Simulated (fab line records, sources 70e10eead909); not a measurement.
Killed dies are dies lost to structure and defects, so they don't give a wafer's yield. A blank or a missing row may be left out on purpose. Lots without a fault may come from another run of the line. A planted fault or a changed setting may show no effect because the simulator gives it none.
Chamber matching | flow nand_harc | NHARC_P_GATE_DESCUM_93 on rie_diel-09: 4 sister chambers
The step chemistry O2, time 3 s. 14 wafers are shown with their chamber, then 7 later ones without.

WAFERS WITH THEIR CHAMBER
wafer  | chamber | showerhead_plenum_p_Torr (Torr) | drypump_motor_current_A (A) | oes_product_au (a.u.)
L075.1 | 2       | 1.99                            | 6.4                         | 1.012
L075.4 | 3       | 1.96                            | 5.4                         | 0.992
L075.6 | 0       | 1.78                            | 5.4                         | 1.006
L077.1 | 2       | 1.99                            | 6.4                         | 0.993
L077.4 | 1       | 1.85                            | 5.0                         | 0.998
L077.6 | 2       | 1.99                            | 6.4                         | 1.003
L084.3 | 2       | 1.99                            | 6.4                         | 1.004
L084.4 | 1       | 1.84                            | 5.0                         | 0.985
L084.6 | 1       | 1.84                            | 5.0                         | 0.993
L087.1 | 0       | 1.78                            | 5.3                         | 1.015
L087.3 | 2       | 1.99                            | 6.4                         | 1.001
L087.5 | 2       | 1.99                            | 6.4                         | 1.010
L085.1 | 1       | 1.84                            | 5.0                         | 0.990
L085.2 | 2       | 1.99                            | 6.4                         | 0.995

SIGNATURES (means of the wafers above)
reading                  | chamber 0 | chamber 1 | chamber 2 | chamber 3 | scatter within a chamber
showerhead_plenum_p_Torr | 1.7800    | 1.8425    | 1.9900    | 1.9600    | 0.00274
drypump_motor_current_A  | 5.350     | 5.000     | 6.400     | 5.400     | 0.0224
oes_product_au           | 1.01050   | 0.99150   | 1.00257   | 0.99200   | 0.00654
Rule: a wafer's distance from a chamber is the root of the sum, over the readings, of the square of ((its reading less the chamber's mean) divided by the reading's scatter). The wafer belongs to the nearest chamber; if the next one is less than 2 further off, it can't be placed. The scatter: the root of (the sum of the squares of (reading less its chamber's mean) over the shown wafers, divided by (wafers less chambers)).

WAFERS WITHOUT THEIR CHAMBER
wafer  | showerhead_plenum_p_Torr (Torr) | drypump_motor_current_A (A) | oes_product_au (a.u.)
L085.5 | 1.84                            | 5.0                         | 0.988
L089.4 | 1.77                            | 5.4                         | 1.017
L089.5 | 1.77                            | 5.4                         | 1.024
L089.6 | 1.95                            | 5.4                         | 0.995
L097.4 | 1.94                            | 5.3                         | 0.975
L097.5 | 1.77                            | 5.4                         | 1.004
L097.6 | 1.83                            | 5.0                         | 0.985

WHICH CHAMBER EACH WENT THROUGH
wafer  | from the rows above | in truth
L085.5 | 1                   | 1
L089.4 | 0                   | 0
L089.5 | 0                   | 0
L089.6 | 3                   | 3
L097.4 | 3                   | 3
L097.5 | 0                   | 0
L097.6 | 1                   | 1
Placed correctly: 7 of 7. Can't be placed from these rows: 0. Placed wrongly: 0.
